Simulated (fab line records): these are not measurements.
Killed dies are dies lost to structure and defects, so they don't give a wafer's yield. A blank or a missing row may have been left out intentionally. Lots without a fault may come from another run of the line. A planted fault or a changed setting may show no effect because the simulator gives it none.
Problem report in the 8D (eight disciplines) form, filled by code ; flow n5Finfet ; the parts of the form that need people (team, actions taken, sign-off) are left out

1. THE ISSUE
Wafers free of any fault read 0.000101 nA/um (standard deviation 6.6e-06) for IOFF_P_LONG at N5_BEOL_M4_RC_MEAS_101, against a mean of 0.000656 nA/um on 6 wafers of 2 lots. Measured from the usual mean, that is +84 standard deviations.
Seen first at day 10 12:04 on prober-01, wafer L316.3. At this step, 30 wafers from 10 lots have a number in the record. By rule, "out" or "out of limits" means more than 4 standard deviations away from the usual mean. The rest of the wafers with a number are treated as sound.

2. WHAT IT IS, AND WHAT IT ISN'T
question;is;is not
which readings at this step;IOFF_P_LONG, IOFF_P, IOFF_P_85C, IOFF_P_LIN, ION_P, VT_N_LVT, VT_P, VT_P_LONG;DIBL_N, IOFF_N, ION_N
which lots;L316, L320;L310, L311, L313, L314, L315, L327, L329, L330
which wafers of those lots;all that have a number;-
read on which gauges;prober-01;prober-02
when;from day 10 12:04;"up to then (15 sound wafers); but 9 sound wafers of L327, L329, L330 came after"

3. SUSPECTS, AND WHAT RULES EACH OUT
Counting: a tool at a process step up to the reading stays a suspect if it ran every lot that is out and no sound lot after the first of them.
- the gauge at N5_BEOL_M4_RC_MEAS_101 has been ruled out. All the wafers that are out were read on prober-01, but those of them that N5_PASSIVATION_PROBE_49 has rows for are out there too, on other tools.
- rtpAnneal-02 at N5_HKMG_FIN_RTA_80 (time 2 s): ruled out as a lasting fault. After its first lot that is out, L316 (day 6 11:47), sound lots L327, L329, L330 ran on it.
Left after counting: nothing in the record.

4. THE CAUSE (what the simulator had put in)
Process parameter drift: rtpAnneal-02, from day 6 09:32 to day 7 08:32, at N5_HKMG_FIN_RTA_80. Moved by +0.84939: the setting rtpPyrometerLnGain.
It was ruled out by counting, in error; the rule expects a fault to strike all lots run on its tool from its start on, and this fault did not.

5. SEQUENCE OF EFFECTS, ordered by route
Each row: a reading where the mean over the struck wafers with a number is more than 3 standard deviations away from the usual. Only readings whose record carries a usual standard deviation are examined. hours: median over the lots of the time between each lot's start at the first step of this table that gives one and its start at this step. sigmas: the change, counted in usual standard deviations.
hours;step;reading;usual;on struck wafers;change;sigmas
0;N5_BEOL_M4_RC_MEAS_101;EOT_P;10.47;10.11;-0.36;-3.2
0;N5_BEOL_M4_RC_MEAS_101;IGATE_N;0.0128 nA/um;0.0238;+0.0110;+5.2
0;N5_BEOL_M4_RC_MEAS_101;IGATE_P;0.0038 nA/um;0.0073;+0.0035;+5.7
0;N5_BEOL_M4_RC_MEAS_101;IOFF_P;0.20 nA/um;1.63;+1.43;+45
0;N5_BEOL_M4_RC_MEAS_101;IOFF_P_85C;3.5 nA/um;20.7;+17.2;+37
0;N5_BEOL_M4_RC_MEAS_101;IOFF_P_LIN;0.095 nA/um;0.774;+0.679;+57
0;N5_BEOL_M4_RC_MEAS_101;IOFF_P_LONG;0.000101 nA/um;0.000656;+0.000555;+84
0;N5_BEOL_M4_RC_MEAS_101;ION_P;459 uA/um;542;+84;+11
0;N5_BEOL_M4_RC_MEAS_101;VT_N_LVT;100 mV;166;+66;+20
0;N5_BEOL_M4_RC_MEAS_101;VT_P;-252 mV;-195;+57;+18
0;N5_BEOL_M4_RC_MEAS_101;VT_P_LONG;-276.4 mV;-219.6;+56.8;+23
106;N5_PASSIVATION_PROBE_49;sortNPass;1083;0;-1083;-77
106;N5_PASSIVATION_PROBE_49;sortYieldPct;91.7 %;0.0;-91.7;-76
Here are the process steps it includes:
- N5_PASSIVATION_PROBE_49

6. WHAT WOULD HAVE CAUGHT IT SOONER
99 hours passed between the start of the fault at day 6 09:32 and the first reading out of limits at a measuring or inspecting step in this record, taken at day 10 12:04.
